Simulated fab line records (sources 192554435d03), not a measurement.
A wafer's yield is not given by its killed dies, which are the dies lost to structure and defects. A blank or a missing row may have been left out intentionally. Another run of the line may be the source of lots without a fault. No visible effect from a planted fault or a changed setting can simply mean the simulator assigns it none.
fab line records	flow n5_finfet
[record] lots = 9	wafers = 27	last_day = 19
route steps=1938 shown DUMMY_GATE@237 BEOL_M4@1111
lots that met no fault: from a run of the same line without faults
start_h: hours from the record's first day to the start of the lot's first wafer shown	wait_h: time in hours since the lot's previous step	" unchanged from the row above	L1.1+2: several wafers, shown together as one row	- either no value or no given start	* or withheld: withheld	< > ~ a bound
route shown NAME@n: a module of which the file shows steps, and the number in the route of the first	usual: mean/standard deviation of fault-free wafers	same: alike in all rows	chamber/n: place in a boat	sites: the reading at each site	_std_site: the values' standard deviation	_edge_site: the outer-site mean with the inner-site mean subtracted	radius_mm: for every site, how far away it sits from the centre of the wafer	mask NAME#n: copy n	behind: tool/chamber where the wafer was last shaped	hold: why the lot went on hold/how many hours it stayed there/how the hold came to an end	device: transistor that didn't switch, given as n, p or np	end of line: at the end of the route, the tests of the same wafers	for a step that has no rows: nothing shown but its recipe	killed: dies that structure and defects cost at the first sort, which is not the same as the wafer's yield	map: dies across one wafer; x = killed, . = not, _ = none there
set.NAME: the setting that was run; set.NAME@STEP: the one run at that earlier step	model.NAME: the simulator's own value behind a step, which no gauge read
the route's steps for a sample of lots (tables are steps, rows are wafers)
services: a tool's chamber out of use, with start hour (start_h, from the record's first day; less than 0 if before it), hours out, and reason
[[steps]]
[step N5_DUMMY_GATE_ETCH_37]
[recipe] chemistry = N2/H2	target = SOC	target_depth_a = 600	overetch_a = 300	temp_c = 40	ion_energy_ev = 200	pressure_mtorr = 30	source_w = 840	bias_w = 150	n2_flow_sccm = 200	h2_flow_sccm = 200
[usual] drypump_motor_current_A = 6.0/0.43	oes_product_au = 0.62/0.052	rf_vpp_V = 524.8/2.1	showerhead_plenum_p_Torr = 2.58/0.071	throttle_valve_pct = 17.84/0.15
lot.wafer	tool	chamber	start_h	wait_h	drypump_motor_current_A	oes_product_au	rf_hours_counter_h	rf_vpp_V	showerhead_plenum_p_Torr	throttle_valve_pct
L280.3	rie_diel-04	1	53.01	0.0	6.2	0.63	106	525.7	2.56	17.98
L280.5	"	0	"	"	5.4	0.72	-	528.4	2.71	17.55
L280.6	"	1	"	"	6.2	0.62	-	525.0	2.56	17.98
L281.2	rie_diel-04	3	60.47	0.0	6.5	0.58	142	524.6	2.55	17.77
L281.4	"	0	"	"	5.5	0.72	25	528.6	2.71	17.58
L281.5	"	0	"	"	5.4	0.72	-	529.7	2.71	17.56
L282.2	rie_diel-04	1	67.35	0.0	6.2	0.63	110	523.8	2.56	17.98
L282.4	"	0	"	"	5.4	0.71	27	527.6	2.71	17.56
L282.5	"	3	"	"	6.5	0.59	-	524.7	2.55	17.76
L283.1	rie_diel-03	0	70.56	0.0	6.3	0.61	167	524.3	2.53	17.75
L283.3	"	2	"	"	5.5	0.60	166	523.4	2.53	17.65
L283.5	"	3	"	"	5.6	0.57	-	525.1	2.54	17.86
L285.1	rie_diel-05	3	81.88	0.0	5.7	0.71	23	526.9	2.72	17.80
L285.3	"	2	"	"	5.7	0.60	172	527.3	2.63	18.00
L285.4	"	1	"	"	5.8	0.60	140	527.5	2.66	17.83
L292.3	rie_diel-03	0	125.40	0.0	6.3	0.59	187	524.8	2.52	17.82
L292.5	"	1	"	"	6.1	0.72	-	522.1	2.49	17.74
L292.6	"	0	"	"	6.4	0.60	-	523.9	2.52	17.78
L295.1	rie_diel-05	1	142.59	0.0	5.8	0.58	157	525.9	2.65	17.85
L295.2	"	0	"	"	5.2	0.65	75	525.7	2.57	18.13
L295.4	"	2	"	"	5.7	0.58	188	525.0	2.63	18.03
L300.1	rie_diel-04	2	173.30	0.0	6.5	0.58	203	523.0	2.53	17.85
L300.2	"	1	"	"	6.2	0.60	143	524.4	2.55	18.06
L300.5	"	2	"	"	6.5	0.58	-	521.9	2.53	17.85
L302.2	rie_diel-05	3	183.97	0.0	5.7	0.66	53	528.9	2.70	17.85
L302.5	"	1	"	"	5.8	0.58	-	525.4	2.64	17.87
L302.6	"	2	"	"	5.7	0.58	-	526.1	2.62	18.03
[step N5_DUMMY_GATE_HM_OPEN_21]
[recipe] chemistry = CH3F/O2	target = SiNx	target_depth_a = 1200	Ar_flow_sccm = 150	CH3F_flow_sccm = 30	O2_flow_sccm = 23	time_s = 171.4	pressure_mtorr = 30	source_w = 395	bias_w = 73	ion_energy_ev = 120.7
[usual] drypump_motor_current_A = 5.9/0.42	oes_product_au = 0.78/0.068	rf_vpp_V = 299.7/2.1	showerhead_plenum_p_Torr = 2.04/0.055	throttle_valve_pct = 16.43/0.15
[same] time_s = 171.4
lot.wafer	tool	chamber	start_h	wait_h	drypump_motor_current_A	oes_product_au	rf_hours_counter_h	rf_vpp_V	showerhead_plenum_p_Torr	throttle_valve_pct
L280.3	rie_diel-04	0	53.42	0.0	5.4	0.91	23	301.8	2.15	16.16
L280.5	"	1	"	"	6.1	0.79	-	299.4	2.03	16.55
L280.6	"	0	"	"	5.4	0.92	-	300.9	2.15	16.16
L281.2	rie_diel-03	2	60.84	0.0	5.5	0.75	161	297.4	2.02	16.28
L281.4	"	2	"	"	5.5	0.76	-	299.4	2.02	16.28
L281.5	"	3	"	"	5.6	0.73	-	302.8	2.01	16.54
L282.2	rie_diel-05	3	67.82	0.0	5.7	0.92	19	301.1	2.15	16.37
L282.4	"	0	"	"	5.2	0.85	54	297.1	2.06	16.61
L282.5	"	2	"	"	5.7	0.75	-	301.9	2.09	16.62
L283.1	rie_diel-04	0	70.93	0.0	5.4	0.90	28	301.3	2.14	16.17
L283.3	"	1	"	"	6.2	0.79	111	300.0	2.03	16.56
L283.5	"	0	"	"	5.4	0.89	-	301.5	2.14	16.17
L285.1	rie_diel-05	2	82.41	0.0	5.7	0.75	172	299.5	2.09	16.63
L285.3	"	1	"	"	5.8	0.75	140	297.8	2.11	16.48
L285.4	"	3	"	"	5.7	0.90	23	301.3	2.15	16.37
L292.3	rie_diel-04	3	125.76	0.0	6.4	0.72	159	296.1	2.02	16.41
L292.5	"	3	"	"	6.4	0.72	-	295.7	2.02	16.43
L292.6	"	2	"	"	6.5	0.74	-	299.9	2.01	16.38
L295.1	rie_diel-03	1	143.29	0.0	5.9	0.90	25	299.5	1.97	16.22
L295.2	"	3	"	"	5.6	0.71	196	303.4	2.00	16.59
L295.4	"	0	"	"	6.4	0.74	-	300.2	2.00	16.49
L300.1	rie_diel-03	0	173.67	0.0	6.3	0.74	202	299.2	1.99	16.50
L300.2	"	3	"	"	5.6	0.70	206	304.2	2.00	16.63
L300.5	"	2	"	"	5.4	0.74	-	299.4	2.01	16.32
L302.2	rie_diel-05	3	184.34	0.0	5.7	0.86	53	301.4	2.14	16.44
L302.5	"	1	"	"	5.9	0.73	-	297.4	2.10	16.53
L302.6	"	0	"	"	5.2	0.80	-	298.2	2.05	16.69
[step N5_DUMMY_GATE_ETCH_44]
[recipe] chemistry = HBr/O2	over_etch_frac = 0.7	target_depth_a = 1275	stop_on = SiO2	ion_energy_ev = 60	bias_w = 20	target = poly-Si	mask_material = SiO2	pressure_mtorr = 20	icp_w = 400	HBr_flow_sccm = 120	O2_flow_sccm = 10
[usual] drypump_motor_current_A = 5.6/0.41	oes_product_au = 0.734/0.014	over_etch_frac = 0.7/0	throttle_valve_pct = 18.65/0.14
lot.wafer	tool	chamber	start_h	wait_h	drypump_motor_current_A	oes_product_au	over_etch_frac	rf_hours_counter_h	throttle_valve_pct
L280.3	rie_si-04	1	53.67	0.0	5.2	0.730	0.7	139	18.85
L280.5	"	3	"	"	5.4	0.713	0.7	-	18.87
L280.6	"	0	"	"	5.6	0.768	0.7	-	18.56
L281.2	rie_si-04	0	61.09	0.0	5.6	0.758	0.7	6	18.56
L281.4	"	3	"	"	5.4	0.720	0.7	56	18.87
L281.5	"	3	"	"	5.4	0.733	0.7	-	18.87
L282.2	rie_si-04	3	68.07	0.0	5.4	0.724	0.7	57	18.87
L282.4	"	2	"	"	5.6	0.738	0.7	80	18.51
L282.5	"	0	"	"	5.5	0.746	0.7	-	18.56
L283.1	rie_si-02	2	71.18	0.0	5.8	0.759	0.7	46	18.42
L283.3	"	0	"	"	6.3	0.718	0.7	39	18.78
L283.5	"	0	"	"	6.4	0.727	0.7	-	18.77
L285.1	rie_si-04	2	82.66	0.0	5.6	0.663	1.0924	80	18.50
L285.3	"	3	"	"	5.4	0.671	1.0924	57	18.85
L285.4	"	1	"	"	5.1	0.671	1.0924	139	18.88
L292.3	rie_si-04	2	126.01	0.0	5.6	0.668	1.0924	80	18.52
L292.5	"	0	"	"	5.6	0.690	1.0924	-	18.58
L292.6	"	3	"	"	5.4	0.654	1.0924	-	18.87
L295.1	rie_si-05	3	143.58	0.1	5.3	0.743	0.7	105	18.71
L295.2	"	2	"	"	5.4	0.733	0.7	17	18.62
L295.4	"	3	"	"	5.3	0.750	0.7	-	18.71
L300.1	rie_si-05	1	173.92	0.0	6.6	0.732	0.7	70	18.46
L300.2	"	2	"	"	5.4	0.744	0.7	17	18.62
L300.5	"	2	"	"	5.4	0.726	0.7	-	18.62
L302.2	rie_si-04	1	184.59	0.0	5.1	0.736	0.7	141	18.86
L302.5	"	3	"	"	5.4	0.723	0.7	-	18.86
L302.6	"	0	"	"	5.6	0.759	0.7	-	18.57
[step N5_DUMMY_GATE_ETCH_42]
[recipe] chemistry = CHF3/O2	target = SiO2	target_depth_a = 35	time_s = 31	ion_energy_ev = 30	bias_w = 12	pressure_mtorr = 30	source_w = 600	Ar_flow_sccm = 200	CHF3_flow_sccm = 50	O2_flow_sccm = 5
[usual] drypump_motor_current_A = 5.9/0.42	oes_product_au = 0.78/0.062	rf_vpp_V = 42.5/0.93	showerhead_plenum_p_Torr = 2.44/0.061	throttle_valve_pct = 18.77/0.15
[same] time_s = 31
lot.wafer	tool	chamber	start_h	wait_h	drypump_motor_current_A	oes_product_au	rf_hours_counter_h	rf_vpp_V	showerhead_plenum_p_Torr	throttle_valve_pct
L280.3	rie_diel-04	0	53.83	0.0	5.4	0.92	23	44.0	2.55	18.48
L280.5	"	3	"	"	6.5	0.74	-	42.3	2.42	18.73
L280.6	"	0	"	"	5.4	0.91	-	42.5	2.55	18.47
L281.2	rie_diel-03	2	61.25	0.0	5.5	0.76	161	41.8	2.40	18.57
L281.4	"	2	"	"	5.5	0.77	-	42.7	2.40	18.57
L281.5	"	0	"	"	6.3	0.77	-	42.9	2.40	18.72
L282.2	rie_diel-05	0	68.32	0.1	5.2	0.83	54	43.6	2.45	18.96
L282.4	"	2	"	"	5.7	0.75	168	42.4	2.49	18.96
L282.5	"	2	"	"	5.7	0.76	-	42.2	2.49	18.94
L283.1	rie_diel-03	3	71.35	0.1	5.6	0.73	170	43.0	2.40	18.86
L283.3	"	2	"	"	5.4	0.76	166	42.3	2.40	18.59
L283.5	"	3	"	"	5.6	0.73	-	43.6	2.40	18.85
L285.1	rie_diel-04	1	82.81	0.0	6.2	0.79	115	40.4	2.42	18.89
L285.3	"	0	"	"	5.4	0.89	32	43.7	2.55	18.48
L285.4	"	2	"	"	6.5	0.75	176	41.5	2.40	18.64
L292.3	rie_diel-04	0	126.72	0.6	5.4	0.87	45	41.8	2.54	18.51
L292.5	"	2	"	"	6.5	0.74	-	42.2	2.39	18.67
L292.6	"	1	"	"	6.2	0.77	-	42.2	2.41	18.92
L295.1	rie_diel-03	0	143.79	0.0	6.4	0.74	193	41.2	2.38	18.79
L295.2	"	3	"	"	5.6	0.70	197	41.7	2.39	18.90
L295.4	"	0	"	"	6.3	0.74	-	43.3	2.38	18.78
L300.1	rie_diel-03	2	174.09	0.1	5.4	0.75	178	41.4	2.40	18.59
L300.2	"	3	"	"	5.6	0.70	207	42.8	2.39	18.92
L300.5	"	0	"	"	6.4	0.74	-	41.6	2.38	18.80
L302.2	rie_diel-04	1	184.75	0.0	6.2	0.75	146	41.5	2.41	18.96
L302.5	"	0	"	"	5.4	0.84	-	42.6	2.54	18.56
L302.6	"	1	"	"	6.2	0.75	-	41.4	2.41	18.96
[step N5_BEOL_M4_RC_MEAS_101]
[usual] DIBL_N = 36.1/1.3	DIBL_P = 36.1/1.7	IOFF_N = 0.154/0.022	IOFF_P = 0.201/0.024	ION_N = 675/8.9	ION_P = 462/5.9	SS_N = 71.5/0.49	SS_P = 73.3/0.58	VT_N = 250.0/2.7	VT_P = -251.3/2.7
lot.wafer	tool	chamber	start_h	wait_h	DIBL_N[mV/V]	DIBL_P[mV/V]	IOFF_N[nA/um]	IOFF_P[nA/um]	ION_N[uA/um]	ION_P[uA/um]	SS_N[mV/dec]	SS_P[mV/dec]	VT_N[mV]	VT_P[mV]
L280.3	prober-02	0	170.07	0.3	34.0	33.8	0.133	0.171	662	449	71.7	72.9	250.9	-255.2
L280.5	"	0	"	"	33.7	33.7	0.128	0.170	672	464	71.9	73.1	254.0	-254.0
L280.6	"	0	"	"	33.8	33.5	0.129	0.167	662	456	71.2	72.6	252.7	-255.0
L281.2	prober-01	0	170.57	0.2	36.8	37.7	0.168	0.185	678	452	72.2	73.7	250.7	-254.7
L281.4	"	0	"	"	36.0	36.4	0.146	0.172	662	452	71.3	73.7	251.7	-253.2
L281.5	"	0	"	"	37.6	38.3	0.165	0.184	676	448	72.1	73.5	250.3	-254.9
L283.1	prober-01	0	187.55	0.0	36.1	37.1	0.179	0.224	685	463	71.1	73.4	247.2	-246.5
L283.3	"	0	"	"	35.2	35.6	0.158	0.199	682	461	71.2	73.2	248.8	-250.6
L283.5	"	0	"	"	34.5	35.4	0.144	0.200	669	465	71.1	73.5	252.7	-250.5
L282.2	prober-02	0	189.27	0.2	37.6	37.2	0.164	0.216	681	468	71.6	73.5	250.3	-249.2
L282.4	"	0	"	"	38.4	38.5	0.181	0.235	684	468	72.1	73.9	248.3	-249.2
L282.5	"	0	"	"	35.2	34.9	0.134	0.184	681	466	71.5	73.4	252.3	-253.5
L285.1	prober-01	0	199.47	0.0	35.4	36.4	0.151	0.208	685	468	71.1	72.7	248.3	-249.7
L285.3	"	0	"	"	35.2	35.5	0.139	0.184	677	469	70.6	72.9	251.0	-249.0
L285.4	"	0	"	"	35.4	35.7	0.148	0.198	682	468	70.8	73.3	248.4	-248.4
L292.3	prober-01	0	256.60	0.3	33.0	32.9	0.126	0.166	678	465	71.3	73.2	251.7	-253.4
L292.5	"	0	"	"	33.6	33.8	0.131	0.181	664	459	71.1	73.5	251.3	-254.1
L292.6	"	0	"	"	33.6	32.6	0.121	0.159	672	460	71.3	72.8	254.9	-254.6
L295.1	prober-01	0	262.90	0.0	36.7	38.5	0.165	0.205	672	457	72.0	73.8	250.8	-254.0
L295.2	"	0	"	"	37.5	40.4	0.185	0.235	682	459	71.9	74.1	251.0	-249.4
L295.4	"	0	"	"	35.5	37.5	0.140	0.195	654	449	71.7	73.5	254.2	-251.7
L300.1	prober-01	0	293.85	0.0	36.3	37.0	0.169	0.199	683	464	71.6	73.0	247.2	-252.2
L300.2	"	0	"	"	36.2	36.7	0.165	0.196	672	453	71.1	73.2	248.2	-250.7
L300.5	"	0	"	"	37.9	38.0	0.194	0.216	690	465	71.3	73.8	245.6	-248.9
L302.2	prober-01	0	322.61	0.2	35.0	35.5	0.129	0.156	667	456	71.1	73.3	251.5	-255.6
L302.5	"	0	"	"	35.0	36.1	0.136	0.168	678	460	71.8	72.9	249.9	-253.4
L302.6	"	0	"	"	35.9	36.4	0.141	0.169	677	462	72.3	73.3	250.5	-256.6
[[services]]
tool	chamber	start_h	hours	kind
rie_si-02	2	37.85	13.4	repair
rie_si-05	3	42.88	5.7	repair
rie_diel-03	1	60.76	-	clean
rie_diel-03	1	60.76	-	consumable_replace:focus_ring
rie_diel-03	1	60.76	13.9	scheduled_down
rie_diel-03	1	60.76	13.9	vent_cycle
rie_si-02	3	61.05	-	clean
rie_si-02	3	61.05	30.1	scheduled_down
rie_si-02	3	61.05	30.1	vent_cycle
rie_si-04	2	78.74	1.4	repair
rie_diel-03	2	79.31	3.5	repair
rie_diel-03	-	87.04	0.8	repair
rie_si-02	2	89.45	3.8	repair
rie_diel-04	3	95.97	9.2	repair
rie_diel-03	2	97.05	64.8	repair
rie_si-04	-	108.13	15.6	pm
rie_si-05	2	114.82	13.6	repair
rie_si-05	0	132.67	14.3	repair
rie_diel-05	-	140.08	0.4	repair
rie_si-05	1	141.10	22.8	repair
rie_si-02	2	152.67	12.2	repair
rie_si-04	3	156.12	8.1	repair
[[key]]
[first_sign] step = N5_DUMMY_GATE_ETCH_44	reading = over_etch_frac	direction = up	sigmas = 99+	usual = 0.7	struck = 1.0924
[effect] step = N5_DUMMY_GATE_ETCH_44	reading = oes_product_au	direction = down	sigmas = 4.7	usual = 0.734	struck = 0.669
met_at N5_DUMMY_GATE_ETCH_44
struck_lots L285,L292
not_acting_at N5_DUMMY_GATE_ETCH_37,N5_DUMMY_GATE_HM_OPEN_21,N5_DUMMY_GATE_ETCH_42
onset_between 68.07 82.66
[fault] kind = process_parameter_drift	tool = rie_si-04	chamber = -	onset_h = 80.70	steps = N5_DUMMY_GATE_ETCH_44	channel = over_etch_frac	offset = 0.39239	shape = step	end_h = 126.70	acts_in = these_recipes_only	stated = 0.7
